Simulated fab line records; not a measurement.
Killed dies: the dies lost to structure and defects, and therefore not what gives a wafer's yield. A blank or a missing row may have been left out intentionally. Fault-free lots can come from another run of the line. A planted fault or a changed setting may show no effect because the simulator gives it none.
A lot that was struck, set against a sound lot ; flow nand_harc ; 24 steps out of a route of 1302
Sound: wafers L390.3, L390.4, L390.5. Wafers struck: L405.1, L405.3, L405.6. At the end, the cause is stated.
Per side, at each step with rows, come the tool, then ch with its chambers, and then its first start. Under that, the readings that differ: sound wafers ; struck wafers ; difference of the means ; sigmas: that difference in standard deviations of wafers without a fault.
alike: readings with means less than 2 such deviations apart, plus words and numbers identical on both sides. not compared: withheld readings, readings lacking a value on some wafer, bounds such as >300 that could conceal the same value, and numbers that have no deviation in the record and whose values overlap.
A row with sigmas, a row that says differs or no value, or rows on one side alone: a step with any of these is where the two part. Numbers that have no deviation but don't overlap get no sigmas and don't part them. A reading that every wafer of one side lacks parts them only if that side has two wafers or more.

first, 4 steps without rows for these wafers: NHARC_P_GATE_PRECLEAN_71 (cleans in SC1); NHARC_P_GATE_SRD_72; NHARC_P_GATE_OXIDE_16 (material SiO2, target thk 3 nm, ox time 392 s); NHARC_P_GATE_CVD_17 (deposits poly-Si, target thk 150 nm, time 900 s).
NHARC_P_GATE_HM_DEP_102: deposits aC, target thk 120 nm.
  sound on acl_dep-01 ch 0, day 6 21:34; struck on acl_dep-01 ch 0, day 13 08:51
  alike: throttle_valve_pct
NHARC_P_GATE_DEP_103: deposits SiON, target thk 30 nm.
  sound on pecvd-01 ch 1,2, day 6 22:01; struck on pecvd-02 ch 0,2, day 13 09:31
  alike: heater_power_outer_w, heater_power_w, rf_fwd_power_W
then, 6 steps without rows for these wafers: NHARC_P_GATE_DEHYDRATE_18 (time 120 s); NHARC_P_GATE_HMDS_19 (time 30 s); NHARC_P_GATE_COAT_20 (resist thk 90 nm); NHARC_P_GATE_SOFTBAKE_21 (time 55 s); NHARC_P_GATE_EBR_22; NHARC_P_GATE_EXPOSE_23 (exposes mask P GATE, target cd 120 nm).
NHARC_P_GATE_PEB_24: peb time 65 s.
  sound on litho_track-04 ch 0, day 6 22:37; struck on litho_track-01 ch 0, day 13 10:05
reading;sound;struck;difference;sigmas
heater_power_total_W (W);156.4 156.8 157.0;146.6 146.4 147.4;-9.9;-24
plate_temp_C (C);100.17 99.91 100.07;95.47 95.71 95.51;-4.49;-41
then, 1 step without rows for these wafers: NHARC_P_GATE_DEVELOP_25 (develop time 35 s).
NHARC_P_GATE_CD_MEAS_26: target cd 120 nm.
  sound on cd_sem-02 ch 0, day 6 22:42; struck on cd_sem-02 ch 0, day 13 10:10
reading;sound;struck;difference;sigmas
cd_nm (nm);119.1 120.0 120.0;139.4 138.0 138.3;+18.9;+21
NHARC_P_GATE_OVL_MEAS_27:
  sound: overlay-01 at day 6 22:47; struck: overlay-01 at day 13 10:14
  alike: overlay_x_nm, overlay_y_nm
NHARC_P_GATE_INSPECT_28:
  sound: defect_inspect-01 at day 6 22:49; struck: defect_inspect-02 at day 13 10:17
  alike: raw_defect_count
NHARC_P_GATE_DESCUM_31: chemistry O2, time 3 s.
  sound on rie_diel-08 ch 1,2, day 6 22:54; struck on rie_diel-08 ch 0,3, day 13 10:20
reading;sound;struck;difference;sigmas
oes_product_au (a.u.);1.012 1.009 1.014;0.984 0.987 0.991;-0.024;-2
model.P_GATE.cd_nm (nm);119 120.3 119.6;139.1 138.8 137.8;+18.9;
  alike: drypump_motor_current_A, rf_vpp_V, showerhead_plenum_p_Torr, throttle_valve_pct
  not compared: rf_hours_counter_h
then, 1 step without rows for these wafers: NHARC_P_GATE_ETCH_104 (etches the open film in CF4/CHF3, target depth 60 nm).
NHARC_P_GATE_HM_OPEN_105: chemistry O2/COS, target depth 360 nm.
  sound: rie_diel-08 ch 2,3; struck: rie_diel-08 ch 0,1,3
  alike: drypump_motor_current_A, oes_product_au, rf_fwd_power_W, rf_vpp_V, showerhead_plenum_p_Torr, throttle_valve_pct
  not compared: rf_hours_counter_h
then, 1 step without rows for these wafers: NHARC_P_GATE_STRIP_106 (strips in O2/COS).
NHARC_P_GATE_ETCH_114: etches the open film in CF4/O2, target depth 30 nm, overetch 3 nm, time 16.5 s.
  sound: rie_diel-08 ch 1,3; struck: rie_diel-08 ch 0,2
  alike: drypump_motor_current_A, oes_o_777_au, oes_product_au, rf_fwd_power_W, rf_vpp_V, showerhead_plenum_p_Torr, throttle_valve_pct
  not compared: rf_hours_counter_h
NHARC_P_GATE_ETCH_32: etches the open film in HBr/Cl2, target depth 150 nm, time 100.1 s.
  sound on rie_si-01 ch 1,3, day 6 23:28; struck on rie_si-01 ch 0,1,2, day 13 10:49
reading;sound;struck;difference;sigmas
model.P_GATE.cd_nm (nm);121.6 120.7 121.1;141.5 138.3 143.8;+20.1;
  alike: drypump_motor_current_A, he_backside_leak_sccm, oes_product_au, rf_fwd_power_W, throttle_valve_pct
  not compared: rf_hours_counter_h
NHARC_P_GATE_STRIP_108: strips in O2.
  sound on rie_diel-04 ch 0,3, day 6 23:38; struck on rie_diel-11 ch 0,1,2, day 13 10:59
  alike: drypump_motor_current_A, oes_product_au, rf_vpp_V, showerhead_plenum_p_Torr, throttle_valve_pct
  not compared: rf_hours_counter_h

## WHERE THEY PART
Last at NHARC_P_GATE_DESCUM_31 as far as this record goes, first at NHARC_P_GATE_PEB_24. Later steps at which nothing parts them and some readings are alike: NHARC_P_GATE_HM_OPEN_105, NHARC_P_GATE_ETCH_114, NHARC_P_GATE_ETCH_32, NHARC_P_GATE_STRIP_108.

WHY: the cause the simulator had injected
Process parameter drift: litho_track-01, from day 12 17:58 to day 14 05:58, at NHARC_P_GATE_PEB_24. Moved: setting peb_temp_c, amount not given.
